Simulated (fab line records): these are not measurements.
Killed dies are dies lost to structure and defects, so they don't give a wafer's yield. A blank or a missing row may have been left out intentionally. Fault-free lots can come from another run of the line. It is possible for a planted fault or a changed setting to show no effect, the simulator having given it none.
Tool commonality check || flow nand harc || 36 wafers sampled across 12 lots

THE REASON FOR OPENING IT
Flagged at NHARC_END_SORT_01: reading killed at other, on 2 of 12 lots. No-fault wafers: 0.8, standard deviation 1.2.
Rule: flag the lot when none of its wafers has a number, or when each of its wafers that has one lies beyond 4 standard deviations from that mean. The other lots count as sound.

{"lot": "L564", "measured": "day 19 12:31", "on": "prober-01", "killed at other, wafer by wafer": "0 2 3", "flag": ""}
{"lot": "L566", "measured": "day 19 23:23", "on": "prober-02", "killed at other, wafer by wafer": "2 2 0", "flag": ""}
{"lot": "L567", "measured": "day 19 23:25", "on": "prober-01", "killed at other, wafer by wafer": "649 654 658", "flag": "FLAGGED"}
{"lot": "L568", "measured": "day 20 06:20", "on": "prober-02", "killed at other, wafer by wafer": "648 658 652", "flag": "FLAGGED"}
{"lot": "L576", "measured": "day 22 10:04", "on": "prober-02", "killed at other, wafer by wafer": "1 0 0", "flag": ""}
{"lot": "L578", "measured": "day 22 17:58", "on": "prober-01", "killed at other, wafer by wafer": "1 0 0", "flag": ""}
{"lot": "L581", "measured": "day 23 14:46", "on": "prober-01", "killed at other, wafer by wafer": "0 0 1", "flag": ""}
{"lot": "L583", "measured": "day 23 15:35", "on": "prober-02", "killed at other, wafer by wafer": "1 0 1", "flag": ""}
{"lot": "L582", "measured": "day 23 22:32", "on": "prober-02", "killed at other, wafer by wafer": "0 0 0", "flag": ""}
{"lot": "L586", "measured": "day 24 12:17", "on": "prober-02", "killed at other, wafer by wafer": "0 0 0", "flag": ""}
{"lot": "L585", "measured": "day 24 23:45", "on": "prober-02", "killed at other, wafer by wafer": "1 0 0", "flag": ""}
{"lot": "L587", "measured": "day 26 01:17", "on": "prober-02", "killed at other, wafer by wafer": "1 2 1", "flag": ""}
On average the flagged lots read 653.2, which is +652.4 against the usual, or +99 or more standard deviations.

TOOL THAT RAN EACH LOT
The record keeps 1 process step preceding the reading, out of 1159 steps on the route. Read each cell as the tool, then ch plus the chambers that the sampled wafers visited, then the start.
{"lot": "L564", "flag": "", "NHARC_THIN_TSV_ETCH_36": "rie metal-03 ch 0,1, day 19 06:38"}
{"lot": "L566", "flag": "", "NHARC_THIN_TSV_ETCH_36": "rie metal-01 ch 0,1, day 19 12:15"}
{"lot": "L567", "flag": "FLAGGED", "NHARC_THIN_TSV_ETCH_36": "rie metal-02 ch 0,1, day 19 13:26"}
{"lot": "L568", "flag": "FLAGGED", "NHARC_THIN_TSV_ETCH_36": "rie metal-03 ch 0,1, day 19 14:39"}
{"lot": "L576", "flag": "", "NHARC_THIN_TSV_ETCH_36": "rie metal-02 ch 1, day 21 23:58"}
{"lot": "L578", "flag": "", "NHARC_THIN_TSV_ETCH_36": "rie metal-02 ch 0,1, day 22 02:12"}
{"lot": "L581", "flag": "", "NHARC_THIN_TSV_ETCH_36": "rie metal-01 ch 0,1, day 23 06:25"}
{"lot": "L583", "flag": "", "NHARC_THIN_TSV_ETCH_36": "rie metal-01 ch 0,1, day 23 07:50"}
{"lot": "L582", "flag": "", "NHARC_THIN_TSV_ETCH_36": "rie metal-03 ch 0,1, day 23 09:08"}
{"lot": "L586", "flag": "", "NHARC_THIN_TSV_ETCH_36": "rie metal-03 ch 0,1, day 24 05:20"}
{"lot": "L585", "flag": "", "NHARC_THIN_TSV_ETCH_36": "rie metal-01 ch 0,1, day 24 15:05"}
{"lot": "L587", "flag": "", "NHARC_THIN_TSV_ETCH_36": "rie metal-02 ch 0, day 25 16:37"}
What these steps do:
- NHARC_THIN_TSV_ETCH_36: etches the open film in Cl2/BCl3, target depth 65 nm, time 18.571 s.
- NHARC_END_SORT_01

FLAGGED AGAINST TOTAL, ONE TOOL AT A TIME (gauges that did the reading follow at the end)
{"step": "NHARC_THIN_TSV_ETCH_36", "tool": "rie metal-01", "lots run": 4, "flagged": 0, "share of the flagged lots": "none", "sound lots run after its first flagged lot": "-"}
{"step": "NHARC_THIN_TSV_ETCH_36", "tool": "rie metal-02", "lots run": 4, "flagged": 1, "share of the flagged lots": "some", "sound lots run after its first flagged lot": "3 (L576,L578,L587)"}
{"step": "NHARC_THIN_TSV_ETCH_36", "tool": "rie metal-03", "lots run": 4, "flagged": 1, "share of the flagged lots": "some", "sound lots run after its first flagged lot": "2 (L582,L586)"}
{"step": "NHARC_END_SORT_01", "tool": "prober-01", "lots run": 4, "flagged": 1, "share of the flagged lots": "some", "sound lots run after its first flagged lot": "2 (L578,L581)"}
{"step": "NHARC_END_SORT_01", "tool": "prober-02", "lots run": 8, "flagged": 1, "share of the flagged lots": "some", "sound lots run after its first flagged lot": "6 (L576,L583,L582,L586,L585,L587)"}

WHAT THE TABLE ALLOWS
No row of the table ran every flagged lot.

WHAT THE SIMULATOR HAD PUT IN
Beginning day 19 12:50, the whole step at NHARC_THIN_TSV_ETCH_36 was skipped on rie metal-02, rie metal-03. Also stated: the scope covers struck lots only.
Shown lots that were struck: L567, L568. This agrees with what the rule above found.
